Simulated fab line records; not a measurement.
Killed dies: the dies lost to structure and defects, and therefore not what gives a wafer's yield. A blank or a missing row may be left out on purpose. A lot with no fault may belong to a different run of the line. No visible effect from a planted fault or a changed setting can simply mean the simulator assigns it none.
Matching of chambers / flow n5 finfet / N5_BEOL_M7_ETCH_65 on rie diel-01: 4 sister chambers
The step etches SiARC in CF4, target depth 15.6 nm, time 26 s. 8 wafers are shown with their chamber, then 9 later ones without.

## EACH WAFER AND ITS CHAMBER
wafer=L081.3; chamber=2; showerhead plenum p Torr (Torr)=2.06; drypump motor current A (A)=5.2
wafer=L081.5; chamber=0; showerhead plenum p Torr (Torr)=2.10; drypump motor current A (A)=4.9
wafer=L082.2; chamber=0; showerhead plenum p Torr (Torr)=2.10; drypump motor current A (A)=5.0
wafer=L082.3; chamber=1; showerhead plenum p Torr (Torr)=2.09; drypump motor current A (A)=5.7
wafer=L082.6; chamber=3; showerhead plenum p Torr (Torr)=2.23; drypump motor current A (A)=5.6
wafer=L086.2; chamber=1; showerhead plenum p Torr (Torr)=2.08; drypump motor current A (A)=5.8
wafer=L086.4; chamber=2; showerhead plenum p Torr (Torr)=2.06; drypump motor current A (A)=5.2
wafer=L086.5; chamber=3; showerhead plenum p Torr (Torr)=2.23; drypump motor current A (A)=5.6

## WAFERS WITH NO CHAMBER GIVEN
wafer=L087.1; showerhead plenum p Torr (Torr)=2.10; drypump motor current A (A)=4.9
wafer=L087.4; showerhead plenum p Torr (Torr)=2.08; drypump motor current A (A)=5.8
wafer=L087.5; showerhead plenum p Torr (Torr)=2.10; drypump motor current A (A)=5.0
wafer=L089.1; showerhead plenum p Torr (Torr)=2.10; drypump motor current A (A)=5.0
wafer=L089.4; showerhead plenum p Torr (Torr)=2.22; drypump motor current A (A)=5.6
wafer=L089.6; showerhead plenum p Torr (Torr)=2.08; drypump motor current A (A)=5.7
wafer=L088.2; showerhead plenum p Torr (Torr)=2.06; drypump motor current A (A)=5.2
wafer=L088.5; showerhead plenum p Torr (Torr)=2.10; drypump motor current A (A)=5.0
wafer=L088.6; showerhead plenum p Torr (Torr)=2.22; drypump motor current A (A)=5.6

## WHICH CHAMBER EACH WENT THROUGH
wafer=L087.1; from the rows above=0; in truth=0
wafer=L087.4; from the rows above=1; in truth=1
wafer=L087.5; from the rows above=0; in truth=0
wafer=L089.1; from the rows above=0; in truth=0
wafer=L089.4; from the rows above=3; in truth=3
wafer=L089.6; from the rows above=1; in truth=1
wafer=L088.2; from the rows above=2; in truth=2
wafer=L088.5; from the rows above=0; in truth=0
wafer=L088.6; from the rows above=3; in truth=3
Correctly placed: 9 of 9. Can't be placed from these rows: 0. Wrongly placed: 0.
How it was worked out, from the rows above alone: a wafer's distance from a chamber is the root of the sum, over the readings, of the square of ((its reading less the chamber's mean) divided by the reading's scatter). The wafer belongs to the nearest chamber; if the next one is less than 2 further off, it can't be placed. The mean given for a chamber averages the wafers shown for that chamber. The scatter: the root of (the sum of the squares of (reading less its chamber's mean) over the shown wafers, divided by (wafers less chambers)).
